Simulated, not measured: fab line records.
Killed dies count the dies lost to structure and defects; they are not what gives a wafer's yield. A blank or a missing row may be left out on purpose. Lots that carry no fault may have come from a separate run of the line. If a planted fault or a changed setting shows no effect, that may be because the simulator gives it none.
A lot that was struck, set against a sound lot / flow n5Finfet / 14 steps out of a route of 1938
Sound: wafers L257.4, L257.5, L257.6. Struck: wafers L259.3, L259.4, L259.6. The cause is given at the end.
Order at every step that has rows: each side's tool, ch and its chambers, its first start. Under that, the readings that differ: sound wafers / struck wafers / difference of the means / sigmas: that difference in standard deviations of wafers without a fault.
alike: a reading whose means differ by less than 2 such deviations, as well as words and numbers matching on both sides. not compared: withheld readings; readings where some wafer has no value; bounds like >300 that might hide an equal value; numbers whose values overlap and for which the record gives no deviation.
The two part at a step that has a row with sigmas, a row that says differs or no value, or rows on one side only. Numbers that have no deviation but don't overlap get no sigmas and don't part them. Lack of a reading on every wafer of one side parts them only where that side has two or more wafers.

N5_BEOL_M0_SAQP_HM_DEP_02: deposits TiN, target thk 12 nm.
  sound: pvdSputter-02 at day 6 17:26; struck: pvdSputter-03 at day 7 06:51
  alike: chamberPressurePa, susceptorTempC, throttleValvePct
N5_BEOL_M0_SAQP_PECVD_03: deposits SiCN from 3MS/NH3, target thk 12 nm, time 21.1 s.
  sound on pecvd-03 ch 0,1,2, day 6 17:35; struck on pecvd-03 ch 0,2, day 7 06:59
  alike: chamberPressureTorr, showerheadPlenumPTorr, throttleValvePct
N5_BEOL_M0_SAQP_PECVD_96: deposits a-Si from SiH4/He, target thk 45 nm, time 45.2 s.
  sound on pecvd-03 ch 0,1,2, day 6 17:37; struck on pecvd-03 ch 0,2, day 7 07:01
  alike: chamberPressureTorr, heaterPowerW, showerheadPlenumPTorr, susceptorTempC, throttleValvePct
N5_BEOL_M0_SAQP_PECVD_97: deposits SiNx from SiH4/NH3/N2, target thk 23 nm, time 19.9 s.
  sound on pecvd-03 ch 0,1,2, day 6 17:40; struck on pecvd-03 ch 0,2, day 7 07:04
  alike: chamberPressureTorr, heaterPowerW, showerheadPlenumPTorr, susceptorTempC, throttleValvePct
then, 1 step without rows for these wafers: N5_BEOL_M0_SAQP_PECVD_04 (deposits a-Si from SiH4/He, target thk 60 nm, time 60.2 s).
N5_BEOL_M0_SAQP_THK_MEAS_05:
  sound: filmMetro-02 at day 6 17:47; struck: filmMetro-02 at day 7 07:12
  alike: thkNm
N5_BEOL_M0_SAQP_HM_DEP_111: deposits SiO2 from SiH4/N2O, target thk 12 nm, time 7.2 s.
  sound on pecvd-01 ch 0,1,2, day 6 17:50; struck on pecvd-02 ch 0,1,2, day 7 07:14
  alike: chamberPressureTorr, heaterPowerW, showerheadPlenumPTorr, susceptorTempC
then, 5 steps without rows for these wafers: N5_BEOL_M0_SAQP_COAT_81 (time 60 s, resist thk 100 nm); N5_BEOL_M0_SAQP_COAT_82 (time 60 s, resist thk 30 nm); N5_BEOL_M0_SAQP_COAT_08 (resist thk 90 nm); N5_BEOL_M0_SAQP_EBR_10; N5_BEOL_M0_SAQP_SOFTBAKE_09 (time 60 s).
N5_BEOL_M0_SAQP_EXPOSE_11: exposes mask M0 CORE, target cd 42 nm.
  sound on arfiScanner-02 ch 0, day 6 18:09; struck on arfiScanner-02, day 7 07:34
  no value came back on the struck wafers for dipoleOpeningDeg (degrees), exposureDoseMJCm2, stageVelMmS (mm/s); on the sound wafers dipoleOpeningDeg (degrees) reads 40 40 40
  alike: mask
then, 1 step without rows for these wafers: N5_BEOL_M0_SAQP_PEB_12 (peb time 60 s).

WHERE THEY PART
At N5_BEOL_M0_SAQP_EXPOSE_11 and nowhere else, as far as this record goes.

WHY: what had been put in by the simulator
Beginning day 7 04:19, the whole step at N5_BEOL_M0_SAQP_EXPOSE_11 was skipped on arfiScanner-02. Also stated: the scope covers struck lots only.
